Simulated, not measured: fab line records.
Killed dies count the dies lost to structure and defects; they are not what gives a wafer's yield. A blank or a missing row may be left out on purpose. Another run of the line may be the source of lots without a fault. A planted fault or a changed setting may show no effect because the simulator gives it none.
The same fault as seen by 2 desks || flow nand-harc || each desk has only its own numbers; what lay behind them comes last

## AT THE TOOL OWNER'S DESK: acl-dep-01
The tool's own readings at NHARC_A_CONTACT_DEP_28 (deposits aC, target thk 7000 nm): means of the sampled wafers that have a number, for each lot that ran on this tool. A lot is out of limits, marked OUT, if its mean lies more than 4 standard deviations from the usual mean; the brackets give that distance.
Columns: A = throttle-valve-pct at NHARC_A_CONTACT_DEP_28, usual 34.999 %
{"lot": "L803", "first seen here": "day 21 19:43", "A": 35.000}
{"lot": "L805", "first seen here": "day 22 14:42", "A": 35.006}
{"lot": "L813", "first seen here": "day 25 14:17", "A": 35.009}
{"lot": "L814", "first seen here": "day 26 04:32", "A": 34.998}
{"lot": "L821", "first seen here": "day 29 11:37", "A": 35.003}
{"lot": "L825", "first seen here": "day 30 01:29", "A": 35.003}
{"lot": "L826", "first seen here": "day 30 08:00", "A": 34.999}
This desk's verdict: no lot among the 7 shows anything out of limits.

## THE DEFECT DESK
What the inspections along the route counted, lot by lot: means of the sampled wafers that have a number. A lot is out of limits, marked OUT, if its mean lies more than 4 standard deviations from the usual mean; the brackets give that distance.
Columns: A = raw-defect-count at NHARC_A_CONTACT_INSPECT_44, usual 75
{"lot": "L804", "first seen here": "day 21 23:58", "A": 69}
{"lot": "L803", "first seen here": "day 22 00:43", "A": 58}
{"lot": "L805", "first seen here": "day 22 19:52", "A": 21}
{"lot": "L813", "first seen here": "day 25 17:50", "A": "877 (+21) OUT"}
{"lot": "L814", "first seen here": "day 26 08:57", "A": "862 (+21) OUT"}
{"lot": "L815", "first seen here": "day 26 12:49", "A": 90}
{"lot": "L820", "first seen here": "day 27 19:08", "A": 117}
{"lot": "L822", "first seen here": "day 29 08:37", "A": 70}
{"lot": "L821", "first seen here": "day 29 16:39", "A": 119}
{"lot": "L823", "first seen here": "day 29 21:16", "A": 95}
{"lot": "L825", "first seen here": "day 30 05:44", "A": 75}
{"lot": "L826", "first seen here": "day 30 13:05", "A": 101}
Finding of this desk: L813, L814 out of limits; the first was L813 at day 25 17:50, on raw-defect-count at NHARC_A_CONTACT_INSPECT_44. L804, L803, L805, L815, L820, L822, L821, L823, L825, L826 stayed within limits.

## ALL TOGETHER
The defect desk could have raised an alarm at day 25 17:50, on L813, L814.
The tool owner's desk saw nothing out of limits.
On record at the tool owner's desk: L813, L814, within its limits.
All the named lots went through NHARC_A_CONTACT_DEP_28 on acl-dep-01.

## WHAT THE SIMULATOR HAD INSERTED
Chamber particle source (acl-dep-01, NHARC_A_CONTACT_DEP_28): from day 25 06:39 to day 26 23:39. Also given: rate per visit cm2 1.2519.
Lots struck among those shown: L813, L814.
Hours from the fault's start to each desk's first reading out of limits: the defect desk, 11.
